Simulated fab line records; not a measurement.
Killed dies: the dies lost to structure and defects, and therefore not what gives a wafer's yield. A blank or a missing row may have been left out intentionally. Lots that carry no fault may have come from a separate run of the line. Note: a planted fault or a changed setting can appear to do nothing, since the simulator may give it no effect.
Chamber matching / flow n5Finfet / N5_BEOL_M1_CO_CAP_55 on cvdCo-02: 3 sister chambers
The step material Co, precursor CCTBA/H2, target thk 2 nm, time 102.1 s. 3 wafers are shown with their chamber, then 7 later ones without.

== WAFERS WITH THEIR CHAMBER ==
wafer=L330.1; chamber=0; heaterPowerW (W)=212
wafer=L331.2; chamber=2; heaterPowerW (W)=241
wafer=L331.3; chamber=1; heaterPowerW (W)=297

== WAFERS WITHOUT THEIR CHAMBER ==
wafer=L331.5; heaterPowerW (W)=207
wafer=L332.1; heaterPowerW (W)=299
wafer=L332.2; heaterPowerW (W)=207
wafer=L332.4; heaterPowerW (W)=296
wafer=L333.1; heaterPowerW (W)=243
wafer=L333.4; heaterPowerW (W)=216
wafer=L333.6; heaterPowerW (W)=242

== WHICH CHAMBER EACH WENT THROUGH ==
wafer=L331.5; from the rows above=0; in truth=0
wafer=L332.1; from the rows above=1; in truth=1
wafer=L332.2; from the rows above=0; in truth=0
wafer=L332.4; from the rows above=1; in truth=1
wafer=L333.1; from the rows above=2; in truth=2
wafer=L333.4; from the rows above=0; in truth=0
wafer=L333.6; from the rows above=2; in truth=2
Placed correctly: 7 of 7. Number that these rows cannot place: 0. Wrongly placed: 0.
How it was worked out, from the rows above alone: a wafer's distance from a chamber is the root of the sum, over the readings, of the square of ((its reading less the chamber's mean) divided by the reading's scatter). The wafer belongs to the nearest chamber; if the next one is less than 2 further off, it can't be placed. Each chamber's mean is taken over the wafers shown for it. The scatter: root of mean squared gap, hidden wafer to nearest shown wafer, with one shown wafer a chamber.
